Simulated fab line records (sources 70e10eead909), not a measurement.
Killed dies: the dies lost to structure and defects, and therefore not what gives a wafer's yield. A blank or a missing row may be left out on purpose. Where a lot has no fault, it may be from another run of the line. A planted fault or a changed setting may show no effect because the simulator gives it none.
2 desks, one fault	flow nandHarc	every desk sees just its own numbers, and what lay behind them comes last

THE DEFECT DESK
What the inspections along the route counted, lot by lot: means of the sampled wafers that have a number. The brackets show how far a lot's mean lies from the usual mean; more than 4 standard deviations puts the lot out of limits, marked OUT.
Columns: A = rawDefectCount at NHARC_A_START_INSPECT_01, usual 3.3
lot	first seen here	A
L951	day 7 03:01	3.7
L952	day 7 13:04	4.0
L953	day 7 13:23	2.7
L956	day 8 14:07	2.3
L959	day 10 05:17	2.7
L960	day 10 09:52	4.3
L961	day 11 02:25	4.0
L963	day 12 00:47	2.3
L966	day 12 22:16	3.0
L968	day 14 01:40	2.7
L970	day 14 17:28	3.0
L971	day 14 23:29	2.7
L972	day 15 14:57	5.3
L973	day 16 06:27	3.3
L974	day 16 14:02	3.3
Finding of this desk: none of the 15 lots has anything out of limits.

AT THE METROLOGY DESK
What the gauges read, lot by lot, whatever tool the lot ran on: means of the sampled wafers that have a number. The brackets show how far a lot's mean lies from the usual mean; more than 4 standard deviations puts the lot out of limits, marked OUT.
Columns: A = thkNm at NHARC_A_ONON_D1_THK_MEAS_11, usual 996 nm
lot	first seen here	A
L951	day 8 03:28	1002
L953	day 8 13:50	996
L952	day 8 13:52	984
L956	day 9 15:49	1003
L959	day 11 05:05	1019
L960	day 11 11:05	1022
L961	day 12 04:58	1049 (+5.4) OUT
L963	day 13 02:24	982
L966	day 13 21:47	993
L968	day 15 03:21	978
L970	day 15 18:17	998
L971	day 16 01:57	982
L972	day 16 16:20	985
L973	day 17 06:59	991
L974	day 17 15:42	1009
This desk's verdict: out of limits on L961, starting with L961 at day 12 04:58 (thkNm at NHARC_A_ONON_D1_THK_MEAS_11). In limits: L951, L953, L952, L956, L959, L960, L963, L966, L968, L970, L971, L972, L973, L974.

PUT TOGETHER
On L961, the metrology desk was in a position to raise an alarm at day 12 04:58.
The defect desk saw nothing out of limits.
The defect desk has L961 on record, within its limits.
Every lot named ran NHARC_A_ONON_D1_DEP_09 on pecvdOnon-03.

WHAT WAS PUT IN BY THE SIMULATOR
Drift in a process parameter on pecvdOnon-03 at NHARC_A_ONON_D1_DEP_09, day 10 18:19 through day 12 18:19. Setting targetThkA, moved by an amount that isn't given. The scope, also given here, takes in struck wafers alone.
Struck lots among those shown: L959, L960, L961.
Delay in hours, fault start to first out-of-limits reading, per desk: metrology desk 35.
